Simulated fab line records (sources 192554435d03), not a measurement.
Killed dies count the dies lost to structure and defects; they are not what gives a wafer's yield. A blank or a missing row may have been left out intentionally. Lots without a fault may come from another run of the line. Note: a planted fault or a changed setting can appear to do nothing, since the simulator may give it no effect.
Matching of chambers + flow n5-finfet + N5_BEOL_M11_ETCH_62 on rie-diel-05 has 4 sister chambers
The step etches SOC in N2/H2, target depth 110 nm, overetch 22 nm, time 165 s. 14 wafers are shown with their chamber, then 7 later ones without.

## WAFERS WITH THEIR CHAMBER
| wafer  | chamber | drypump-motor-current-A (A) | throttle-valve-pct (%) | oes-product-au (a.u.) |
|--------|---------|-----------------------------|------------------------|-----------------------|
| L077.3 | 0       | 5.5                         | 18.10                  | 0.61                  |
| L077.5 | 1       | 6.1                         | 17.55                  | 0.59                  |
| L077.6 | 0       | 5.5                         | 18.10                  | 0.62                  |
| L078.1 | 0       | 5.5                         | 18.11                  | 0.62                  |
| L078.2 | 2       | 5.6                         | 17.60                  | 0.80                  |
| L078.5 | 1       | 6.1                         | 17.55                  | 0.58                  |
| L086.1 | 2       | 5.6                         | 17.63                  | 0.76                  |
| L086.3 | 1       | 6.1                         | 17.16                  | 0.84                  |
| L086.5 | 1       | 6.1                         | 17.16                  | 0.82                  |
| L088.1 | 1       | 6.1                         | 17.16                  | 0.82                  |
| L088.3 | 0       | 5.5                         | 18.13                  | 0.61                  |
| L088.4 | 2       | 5.6                         | 17.64                  | 0.76                  |
| L087.1 | 3       | 5.8                         | 18.08                  | 0.59                  |
| L087.4 | 2       | 5.7                         | 17.64                  | 0.76                  |

SIGNATURES, as means of the wafers listed above
| reading                 | chamber 0 | chamber 1 | chamber 2 | chamber 3 | scatter within a chamber |
|-------------------------|-----------|-----------|-----------|-----------|--------------------------|
| drypump-motor-current-A | 5.500     | 6.100     | 5.625     | 5.800     | 0.0274                   |
| throttle-valve-pct      | 18.1100   | 17.3160   | 17.6275   | 18.0800   | 0.136                    |
| oes-product-au          | 0.6150    | 0.7300    | 0.7700    | 0.5900    | 0.0847                   |
Rule: for each reading, subtract the chamber's mean from the wafer's reading, divide by that reading's scatter and square the result; add these up over the readings and take the root, which gives the wafer's distance from the chamber. The wafer belongs to the nearest chamber; if the next one is less than 2 further off, it can't be placed. The scatter is the square root of a quotient: the sum, over the shown wafers, of each reading's squared deviation from its chamber's mean, divided by wafers minus chambers.

## WAFERS MISSING THEIR CHAMBER
| wafer  | drypump-motor-current-A (A) | throttle-valve-pct (%) | oes-product-au (a.u.) |
|--------|-----------------------------|------------------------|-----------------------|
| L087.5 | 5.6                         | 17.62                  | 0.76                  |
| L089.1 | 5.5                         | 18.15                  | 0.61                  |
| L089.4 | 6.1                         | 17.17                  | 0.80                  |
| L089.5 | 5.8                         | 18.09                  | 0.58                  |
| L096.1 | 5.6                         | 17.67                  | 0.72                  |
| L096.3 | 6.1                         | 17.21                  | 0.76                  |
| L096.5 | 6.1                         | 17.20                  | 0.77                  |

## WHICH CHAMBER EACH ONE RAN IN
| wafer  | from the rows above | in truth |
|--------|---------------------|----------|
| L087.5 | 2                   | 2        |
| L089.1 | 0                   | 0        |
| L089.4 | 1                   | 1        |
| L089.5 | 3                   | 3        |
| L096.1 | 2                   | 2        |
| L096.3 | 1                   | 1        |
| L096.5 | 1                   | 1        |
Placed correctly: 7 of 7. Number that these rows cannot place: 0. Placed wrongly: 0.
